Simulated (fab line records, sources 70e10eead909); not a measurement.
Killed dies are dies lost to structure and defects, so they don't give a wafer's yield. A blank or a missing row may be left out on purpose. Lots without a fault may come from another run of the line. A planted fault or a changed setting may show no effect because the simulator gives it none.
Which tool did it? | flow nand_harc | 13 lots, 39 wafers sampled, at 4 steps of a route of 1159

WHAT THE GAUGES READ, wafer by wafer
NHARC_END_SORT_01. Usual: defect_limited_yield 95.4 %, standard deviation 1.6; killed_at_array 27, standard deviation 11; killed_at_other 0.8, standard deviation 1.4; killed_at_periphery 3.3, standard deviation 2; killed_dies 31, standard deviation 11; killed_open 3.4, standard deviation 1.8; killed_short 2.1, standard deviation 1.3; sort_bin_2_pct 1.4 %, standard deviation 0.7; sort_bin_3_pct 0.24 %, standard deviation 0.21; sort_bin_4_pct 2.9 %, standard deviation 1; sort_n_pass 646, standard deviation 11; sort_rim_yield_pct 95.4 %, standard deviation 2.8; sort_yield_pct 95.4 %, standard deviation 1.6.
lot  | measured     | on        | defect_limited_yield (%) | killed_at_array | killed_at_other | killed_at_periphery | killed_dies | killed_open | killed_short | sort_bin_2_pct (%) | sort_bin_3_pct (%) | sort_bin_4_pct (%) | sort_n_pass | sort_rim_yield_pct (%) | sort_yield_pct (%) | flag
L734 | day 20 14:24 | prober-02 | 90.0 85.5 85.1           | 18 22 17        | 0 0 0           | 50 76 84            | 68 98 101   | 4 5 7       | 5 4 3        | 3.5 5.6 6.8        | 1.77 3.10 2.66     | 4.7 5.8 5.5        | 609 579 576 | 86.8 97.2 95.3         | 90.0 85.5 85.1     | OFF
L737 | day 20 23:54 | prober-02 | 84.8 85.2 87.0           | 19 22 16        | 0 1 0           | 84 77 72            | 103 100 88  | 3 2 4       | 3 4 1        | 5.6 6.2 5.8        | 2.66 1.77 1.92     | 6.9 6.8 5.3        | 574 577 589 | 97.2 96.2 97.2         | 84.8 85.2 87.0     | OFF

WHICH TOOL RAN EACH LOT (tool, then ch and the chambers of the sampled wafers, then the start)
lot  | NHARC_P_M2_PVD_21            | NHARC_A_M1_ETCH_35                 | NHARC_A_BONDPAD_DEP_00
L731 | pvd_sputter-01, day 6 07:11  | rie_diel-05 ch 0,2, day 18 04:40   | pecvd-03 ch 0,1, no start
L733 | pvd_sputter-03, day 6 21:31  | rie_diel-02 ch 0,2,3, day 18 16:47 | pecvd-02 ch 0,1,2, day 18 20:02
L735 | pvd_sputter-03, day 6 23:33  | rie_diel-10 ch 2,3, day 18 16:58   | pecvd-04 ch 1,2, day 18 20:08
L734 | pvd_sputter-03, day 7 00:23  | rie_diel-10 ch 0,1,3, day 19 02:07 | pecvd-02 ch 1,2, day 19 05:20
L737 | pvd_sputter-03, day 7 20:44  | rie_diel-05 ch 0,2, day 19 06:54   | pecvd-02 ch 0,1, day 19 10:17
L738 | pvd_sputter-01, day 8 01:34  | rie_diel-05 ch 0,1,3, day 19 08:07 | pecvd-03 ch 1,2, day 19 11:22
L747 | pvd_sputter-01, day 10 12:52 | rie_diel-02 ch 0,2,3, day 21 17:35 | pecvd-02 ch 0,1,2, day 21 20:49
L749 | pvd_sputter-01, day 10 18:07 | rie_diel-10 ch 0,2, day 22 09:26   | pecvd-03 ch 0,2, day 22 13:31
L748 | pvd_sputter-02, day 10 21:33 | rie_diel-05 ch 1,2,3, day 22 07:59 | pecvd-04 ch 0,1, day 22 11:22
L750 | pvd_sputter-02, day 10 23:37 | rie_diel-10 ch 0,1, day 22 22:07   | pecvd-04 ch 0,1,2, day 23 01:30
L751 | pvd_sputter-02, day 11 08:13 | rie_diel-10 ch 1,2, day 22 21:26   | pecvd-02 ch 0,1,2, day 23 00:44
L753 | pvd_sputter-02, day 11 14:49 | rie_diel-05 ch 0,3, day 22 23:29   | pecvd-02 ch 0,1, day 23 02:48
L754 | pvd_sputter-03, day 11 19:13 | rie_diel-02 ch 0,2,3, day 23 07:55 | pecvd-04 ch 0,1,2, day 23 11:07
- NHARC_P_M2_PVD_21: deposits Cu, target thk 30 nm, time 20.49 s.
- NHARC_A_M1_ETCH_35: etches the open film in N2/H2, target depth 40 nm, overetch 12 nm, time 43.94 s.
- NHARC_A_BONDPAD_DEP_00: deposits SiCN, target thk 250 nm.

WHAT THE TOOLS THEMSELVES READ (means of the sampled wafers that have a number; where no wafer has one, the mark that the record gives instead)
NHARC_P_M2_PVD_21. Usual: throttle_valve_pct 30.0 %, standard deviation 0.78.
lot  | tool           | throttle_valve_pct (%) | flag
L731 | pvd_sputter-01 | 29.7                   |
L733 | pvd_sputter-03 | 30.7                   |
L735 | pvd_sputter-03 | 30.4                   |
L734 | pvd_sputter-03 | 30.0                   |
L737 | pvd_sputter-03 | 30.6                   |
L738 | pvd_sputter-01 | 29.7                   |
L747 | pvd_sputter-01 | 29.6                   |
L749 | pvd_sputter-01 | 30.2                   |
L748 | pvd_sputter-02 | 30.6                   |
L750 | pvd_sputter-02 | 30.0                   |
L751 | pvd_sputter-02 | 30.8                   |
L753 | pvd_sputter-02 | 29.8                   |
L754 | pvd_sputter-03 | 29.9                   |

NHARC_A_M1_ETCH_35. Usual: drypump_motor_current_A 5.6 A, standard deviation 0.46; oes_product_au 1.000 a.u., standard deviation 0.0073; rf_vpp_V 429.3 V, standard deviation 2.8; showerhead_plenum_p_Torr 1.99 Torr, standard deviation 0.094; throttle_valve_pct 14.171 %, standard deviation 0.0092.
lot  | tool        | drypump_motor_current_A (A) | oes_product_au (a.u.) | rf_vpp_V (V) | showerhead_plenum_p_Torr (Torr) | throttle_valve_pct (%) | flag
L731 | rie_diel-05 | 6.2                         | 0.997                 | 432.2        | 2.10                            | 14.174                 |
L733 | rie_diel-02 | 5.6                         | 1.003                 | 429.6        | 2.01                            | 14.167                 |
L735 | rie_diel-10 | 5.4                         | 1.001                 | 426.8        | 1.91                            | 14.166                 |
L734 | rie_diel-10 | 5.2                         | 0.995                 | 428.4        | 1.97                            | 14.176                 |
L737 | rie_diel-05 | 6.0                         | 0.998                 | 430.3        | 2.00                            | 14.168                 |
L738 | rie_diel-05 | 6.0                         | 0.999                 | 430.9        | 2.05                            | 14.174                 |
L747 | rie_diel-02 | 5.6                         | 1.007                 | 429.9        | 2.01                            | 14.162                 |
L749 | rie_diel-10 | 5.6                         | 0.991                 | 429.9        | 2.02                            | 14.182                 |
L748 | rie_diel-05 | 5.7                         | 0.996                 | 428.7        | 1.96                            | 14.167                 |
L750 | rie_diel-10 | 5.0                         | 0.998                 | 428.1        | 1.97                            | 14.167                 |
L751 | rie_diel-10 | 5.1                         | 0.997                 | 426.1        | 1.91                            | 14.170                 |
L753 | rie_diel-05 | 6.1                         | 0.995                 | 433.0        | 2.14                            | 14.172                 |
L754 | rie_diel-02 | 5.6                         | 1.003                 | 429.0        | 2.01                            | 14.168                 |

NHARC_A_BONDPAD_DEP_00. Usual: heater_power_w 570 W, standard deviation 67; showerhead_vpp_V 1346 V, standard deviation 57.
lot  | tool     | heater_power_w (W) | showerhead_vpp_V (V) | flag
L731 | pecvd-03 | 626                | 1272                 |
L733 | pecvd-02 | 587                | 1381                 |
L735 | pecvd-04 | 532                | 1272                 |
L734 | pecvd-02 | 629                | 1400                 |
L737 | pecvd-02 | 607                | 1385                 |
L738 | pecvd-03 | 576                | 1308                 |
L747 | pecvd-02 | 610                | 1385                 |
L749 | pecvd-03 | 616                | 1280                 |
L748 | pecvd-04 | 464                | 1378                 |
L750 | pecvd-04 | 495                | 1323                 |
L751 | pecvd-02 | 582                | 1372                 |
L753 | pecvd-02 | 514                | 1369                 |
L754 | pecvd-04 | 505                | 1344                 |

THE ANSWER, worked out from the rows above alone
Rule: a lot is off if the mean of its wafers that have a number lies more than 3 standard deviations from the usual mean. A lot without any number at a reading at which 4 lots or more have one is off too. The other lots that the step has rows for count as sound. The gauges are gone through in route order, then the tools' own readings, and for those a lot's mean is taken as printed above. The first step at which some lot is off is used, and at that step the reading that is off furthest; a lot without a number counts as furthest.
Off: L734, L737, at NHARC_END_SORT_01 (killed_at_periphery). Neither off nor sound, because the step has no rows for them: L731, L733, L735, L738, L747, L749, L748, L750, L751, L753, L754.
A tool fits if, at a process step before that reading, it ran every lot that is off, and no sound lot after the first of them. The gauges at NHARC_END_SORT_01 are tried like those tools. Can't be told from this: 3 tools fit, pvd_sputter-03 at NHARC_P_M2_PVD_21, pecvd-02 at NHARC_A_BONDPAD_DEP_00, prober-02 at NHARC_END_SORT_01.

WHAT THE SIMULATOR HAD PUT IN
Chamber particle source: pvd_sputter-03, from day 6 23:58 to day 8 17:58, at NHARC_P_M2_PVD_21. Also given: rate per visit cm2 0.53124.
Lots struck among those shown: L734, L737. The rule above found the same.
